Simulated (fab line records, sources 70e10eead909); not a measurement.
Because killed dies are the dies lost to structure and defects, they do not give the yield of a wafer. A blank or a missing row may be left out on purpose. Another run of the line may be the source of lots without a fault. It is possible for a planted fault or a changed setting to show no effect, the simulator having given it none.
Tool commonality check + flow nand_harc + Sampled: 11 lots, 33 wafers

## THE REASON FOR OPENING IT
On 2 of the 11 lots, a flag is raised at NHARC_A_CHANNEL_HOLE_D1_CD_MEAS_10 on the reading cd_nm. Wafers without a fault read 99.8 nm, standard deviation 0.61.
Rule: flag the lot when none of its wafers has a number, or when each of its wafers that has one lies beyond 4 standard deviations from that mean. The other lots count as sound.

| lot  | measured     | on        | cd_nm (nm), wafer by wafer | flag    |
|------|--------------|-----------|----------------------------|---------|
| L230 | day 8 08:54  | cd_sem-01 | 100.5 99.9 99.4            |         |
| L232 | day 8 14:54  | cd_sem-02 | 99.8 99.8 99.5             |         |
| L231 | day 8 15:04  | cd_sem-01 | 99.9 99.4 100.0            |         |
| L235 | day 9 11:39  | cd_sem-02 | 99.1 98.8 99.2             |         |
| L240 | day 10 22:28 | cd_sem-03 | 126.7 126.1 124.9          | FLAGGED |
| L241 | day 11 10:01 | cd_sem-03 | 120.4 120.0 120.4          | FLAGGED |
| L246 | day 12 07:07 | cd_sem-01 | 100.0 100.5 99.7           |         |
| L247 | day 12 16:11 | cd_sem-02 | 98.9 100.1 99.5            |         |
| L250 | day 12 22:06 | cd_sem-01 | 99.5 100.5 100.7           |         |
| L251 | day 13 11:05 | cd_sem-02 | 99.1 100.1 99.5            |         |
| L252 | day 13 17:21 | cd_sem-01 | 99.6 99.4 100.5            |         |
The mean of the flagged lots' numbers is 123.1 nm, +23.3 nm from the usual (+38 standard deviations).

## WHICH TOOL RAN EACH LOT
2 process steps preceding the reading are held in the record, out of 1159 steps in the route. Cell contents, in order: the tool; ch with the chambers the sampled wafers went through; the start.
| lot  | flag    | NHARC_P_BONDPAD_PVD_17                  | NHARC_A_CHANNEL_HOLE_D1_PEB_08    |
|------|---------|-----------------------------------------|-----------------------------------|
| L230 |         | pvd_sputter-03, day 6 13:53 or earlier  | litho_track-04 ch 0, day 8 08:49  |
| L232 |         | pvd_sputter-02, day 6 23:28 or earlier  | litho_track-06 ch 0, day 8 14:49  |
| L231 |         | pvd_sputter-03, day 6 22:58 or earlier  | litho_track-04 ch 0, day 8 14:59  |
| L235 |         | pvd_sputter-02, day 7 21:31 or earlier  | litho_track-06 ch 0, day 9 11:34  |
| L240 | FLAGGED | pvd_sputter-02, day 9 04:13 or earlier  | litho_track-06 ch 0, day 10 22:23 |
| L241 | FLAGGED | pvd_sputter-03, day 9 16:39 or earlier  | litho_track-06 ch 0, day 11 09:56 |
| L246 |         | pvd_sputter-03, day 10 17:23 or earlier | litho_track-04 ch 0, day 12 07:02 |
| L247 |         | pvd_sputter-03, day 11 02:10 or earlier | litho_track-04 ch 0, day 12 16:05 |
| L250 |         | pvd_sputter-03, day 11 07:21 or earlier | litho_track-04 ch 0, day 12 22:01 |
| L251 |         | pvd_sputter-01, day 11 18:29 or earlier | litho_track-04 ch 0, day 13 11:00 |
| L252 |         | pvd_sputter-03, day 12 00:19 or earlier | litho_track-04 ch 0, day 13 17:16 |
What these steps do:
- NHARC_P_BONDPAD_PVD_17: deposits TaN, target thk 5 nm, time 8.06 s.
- NHARC_A_CHANNEL_HOLE_D1_PEB_08: peb time 65 s.
- NHARC_A_CHANNEL_HOLE_D1_CD_MEAS_10: target cd 100 nm.

## FLAGGED OVER TOTAL, TOOL BY TOOL (the gauges that took the reading come last)
| step                               | tool           | lots run | flagged | share of the flagged lots | sound lots run after its first flagged lot |
|------------------------------------|----------------|----------|---------|---------------------------|--------------------------------------------|
| NHARC_P_BONDPAD_PVD_17             | pvd_sputter-01 | 1        | 0       | none                      | -                                          |
| NHARC_P_BONDPAD_PVD_17             | pvd_sputter-02 | 3        | 1       | some                      | 0                                          |
| NHARC_P_BONDPAD_PVD_17             | pvd_sputter-03 | 7        | 1       | some                      | 4 (L246,L247,L250,L252)                    |
| NHARC_A_CHANNEL_HOLE_D1_PEB_08     | litho_track-04 | 7        | 0       | none                      | -                                          |
| NHARC_A_CHANNEL_HOLE_D1_PEB_08     | litho_track-06 | 4        | 2       | all                       | 0                                          |
| NHARC_A_CHANNEL_HOLE_D1_CD_MEAS_10 | cd_sem-01      | 5        | 0       | none                      | -                                          |
| NHARC_A_CHANNEL_HOLE_D1_CD_MEAS_10 | cd_sem-02      | 4        | 0       | none                      | -                                          |
| NHARC_A_CHANNEL_HOLE_D1_CD_MEAS_10 | cd_sem-03      | 2        | 2       | all                       | 0                                          |
Because NHARC_P_BONDPAD_PVD_17 lacks a start for some lots, the hours and order of its lots are taken from NHARC_A_ZERO_WELL_CD_MEAS_10.

## THE TABLE: WHAT IT ALLOWS
In 2 table rows, all flagged lots were run: litho_track-06 (NHARC_A_CHANNEL_HOLE_D1_PEB_08), cd_sem-03 (NHARC_A_CHANNEL_HOLE_D1_CD_MEAS_10).
- litho_track-06 at NHARC_A_CHANNEL_HOLE_D1_PEB_08: 2 of its 4 lots flagged. Last sound lot L235 at day 9 11:34, first flagged lot L240 at day 10 22:23; a fault beginning in between fits. Its own readings (heater_power_total_W, plate_temp_C) fall more than 4 standard deviations out on all wafers of the flagged lots.
- cd_sem-03 at NHARC_A_CHANNEL_HOLE_D1_CD_MEAS_10: 2 of its 2 lots flagged. In this sample it ran no sound lot ahead of its first flagged lot, so there is no way to narrow down the start.
Counting lots can't tell these 2 tools apart, because each fits a fault that began at some hour. More lots, or a look at what each step does to the wafer, might.

## WHAT HAD BEEN PUT IN BY THE SIMULATOR
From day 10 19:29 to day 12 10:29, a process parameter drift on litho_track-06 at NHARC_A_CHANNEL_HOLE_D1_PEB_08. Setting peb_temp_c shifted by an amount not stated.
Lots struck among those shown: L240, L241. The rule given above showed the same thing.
